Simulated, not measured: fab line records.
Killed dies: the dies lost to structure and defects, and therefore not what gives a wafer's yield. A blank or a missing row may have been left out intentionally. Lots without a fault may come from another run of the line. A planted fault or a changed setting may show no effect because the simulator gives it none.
Chamber matching + flow nand-harc + NHARC_A_CONTACT_ETCH_102 on rie-diel-02 has 4 sister chambers
The step etches the open film in CF4/O2, target depth 100 nm, overetch 10 nm, time 55 s. 4 wafers are shown with their chamber, then 12 later ones without.

== WAFERS WITH THEIR CHAMBER ==
| wafer  | chamber | showerhead-plenum-p-Torr (Torr) |
|--------|---------|---------------------------------|
| L085.5 | 1       | 1.43                            |
| L093.1 | 2       | 1.38                            |
| L093.2 | 0       | 1.43                            |
| L093.4 | 3       | 1.24                            |

== WAFERS MISSING THEIR CHAMBER ==
| wafer  | showerhead-plenum-p-Torr (Torr) |
|--------|---------------------------------|
| L094.1 | 1.38                            |
| L094.2 | 1.43                            |
| L094.4 | 1.23                            |
| L095.2 | 1.23                            |
| L095.4 | 1.43                            |
| L095.5 | 1.43                            |
| L096.2 | 1.23                            |
| L096.4 | 1.38                            |
| L096.6 | 1.38                            |
| L097.2 | 1.38                            |
| L097.4 | 1.43                            |
| L097.6 | 1.23                            |

== WHICH CHAMBER EACH ONE RAN IN ==
| wafer  | from the rows above     | in truth |
|--------|-------------------------|----------|
| L094.1 | 2                       | 2        |
| L094.2 | can't be placed: 0 or 1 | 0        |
| L094.4 | 3                       | 3        |
| L095.2 | 3                       | 3        |
| L095.4 | can't be placed: 0 or 1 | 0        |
| L095.5 | can't be placed: 0 or 1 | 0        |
| L096.2 | 3                       | 3        |
| L096.4 | 2                       | 2        |
| L096.6 | 2                       | 2        |
| L097.2 | 2                       | 2        |
| L097.4 | can't be placed: 0 or 1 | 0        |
| L097.6 | 3                       | 3        |
Correctly placed: 8 of 12. From these rows, 4 cannot be placed; in 4 the true chamber is one of the candidates. 0 placed wrongly.
How it was worked out, from the rows above alone: a wafer's distance from a chamber is the root of the sum, over the readings, of the square of ((its reading less the chamber's mean) divided by the reading's scatter). The wafer belongs to the nearest chamber; if the next one is less than 2 further off, it can't be placed. The mean given for a chamber averages the wafers shown for that chamber. The scatter: root of mean squared gap, hidden wafer to nearest shown wafer, with one shown wafer a chamber.
